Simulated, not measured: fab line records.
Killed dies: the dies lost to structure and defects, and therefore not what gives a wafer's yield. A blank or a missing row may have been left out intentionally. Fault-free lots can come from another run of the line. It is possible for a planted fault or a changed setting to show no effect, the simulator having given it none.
Split-lot trial -- flow n5Finfet -- 7 lots, 21 wafers read, on a route of 1938 steps

THE SPLIT ITSELF
At N5_BEOL_M12_ILD_DEP_00 (deposits SiOC from DEMS/O2, target thk 658.92 nm, time 130.7 s), the setting timeS was moved away from the recipe's 130.7 s on 9 of the 21 wafers read, by -12.5% to -4.5%. This setting was run at the recipe's value on the other wafers.

The file shows no step between the split and the reading.

THE READING
M12_ILD_THK at N5_BEOL_M12_THK_MEAS_01, in nm. Fault-free wafers of this fab line usually give 657 nm, standard deviation 8.2 nm.

wafer,"tool, chamber at the split","timeS as run, s",against the recipe,"M12_ILD_THK, nm",against lot-mates on the recipe
L080.4,"pecvd-01, 0",130.7,recipe,663,-
L080.5,"pecvd-01, 1",130.7,recipe,664,-
L080.6,"pecvd-01, 2",114.3,-12.5%,582,-82
L084.2,"pecvd-01, 1",117.8,-9.9%,587,-68
L084.4,"pecvd-01, 1",130.7,recipe,655,-
L084.5,"pecvd-01, 0",117.8,-9.9%,599,-56
L086.1,"pecvd-01, 2",130.7,recipe,660,-
L086.2,"pecvd-01, 1",130.7,recipe,649,-
L086.3,"pecvd-01, 0",130.7,recipe,657,-
L092.2,"pecvd-01, 1",130.7,recipe,650,-
L092.4,"pecvd-01, 2",130.7,recipe,665,-
L092.5,"pecvd-01, 1",130.7,recipe,661,-
L093.3,"pecvd-01, 1",124.8,-4.5%,618,-41
L093.4,"pecvd-01, 1",124.8,-4.5%,622,-37
L093.6,"pecvd-01, 2",130.7,recipe,659,-
L094.1,"pecvd-02, 1",123,-5.9%,618,-47
L094.5,"pecvd-02, 2",123,-5.9%,636,-29
L094.6,"pecvd-02, 0",130.7,recipe,665,-
L097.2,"pecvd-01, 2",116.2,-11.1%,568,-95
L097.4,"pecvd-01, 2",116.2,-11.1%,581,-82
L097.6,"pecvd-01, 1",130.7,recipe,663,-

FIT RESULTS
A straight line over all 21 wafers: M12_ILD_THK changes by +6.88 nm for each +1% of timeS; r = +0.97; the points scatter about the line by 7.8 nm.
The same after taking each lot's own level away (the mean of its wafers on the recipe; 21 wafers): +7.04 nm for each +1%; r = +0.98; scatter 7.3 nm.
That fit puts the effect of the largest move of timeS on the reading at 88 nm.
Measured against the standard deviation above, the lots' own levels, which go from 655.0 to 665.0 nm, span 1.2 times it.
The two slopes are in agreement: the lot-to-lot level therefore moves the slope only a little.
Check: -90.7 nm against its lot-mates is what the line predicts for one of the wafers moved furthest among these (-12.5%) when that wafer is left out of the fit. Against them it came out at -81.5 nm.

ADDITIONAL SPLITS CARRIED BY THESE WAFERS
Before the reading, these wafers also passed through other splits. Each is held against what the fit with the lots' levels taken away leaves over:
other split on the same wafers,wafers away from the commonest value,r with M12_ILD_THK (lot level and that fit taken away)
N5_BEOL_M10_TRENCH_ETCH_37 biasW,5,-0.06
N5_BEOL_M10_ETCH_41 sourceW,8,-0.31
N5_BEOL_M11_EXPOSE_25 doseMj,6,+0.29
N5_BEOL_M11_VIA_ETCH_34 timeS,9,-0.17

THE WHOLE CHAIN: every reading that the file lists as answering this split, in the file's order
step,what it does,reading,change (the file's fit),r (the file's)
N5_BEOL_M12_ILD_DEP_00,"deposits SiOC from DEMS/O2, target thk 658.92 nm, time 130.7 s","SiOC_of_BEOL_M12_ILD_DEP_00.thkNm (the simulator's own value, which no gauge read)",+7.02 nm for each +1% of the setting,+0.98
N5_BEOL_M12_THK_MEAS_01,,M12_ILD_THK,+6.99 for each +1% of the setting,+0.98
N5_BEOL_M12_VIA_ETCH_16,"etches SiOC in C4F8/O2/Ar, target depth 724.8 nm","etch.depthNm (the simulator's own value, which no gauge read)",+7.02 nm for each +1% of the setting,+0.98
N5_BEOL_M12_VIA_ETCH_16,"etches SiOC in C4F8/O2/Ar, target depth 724.8 nm","coat_of_BEOL_M12_COAT_04.thkNm (the simulator's own value, which no gauge read)",-1.96 nm for each +1% of the setting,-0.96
N5_BEOL_M12_STRIP_63,strips in N2/H2,stripTimeToEndpointS,withheld for each +1% of the setting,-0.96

FILE'S OWN FIT
M12_ILD_THK changes by +6.99 nm for each +1% of timeS, r = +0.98.
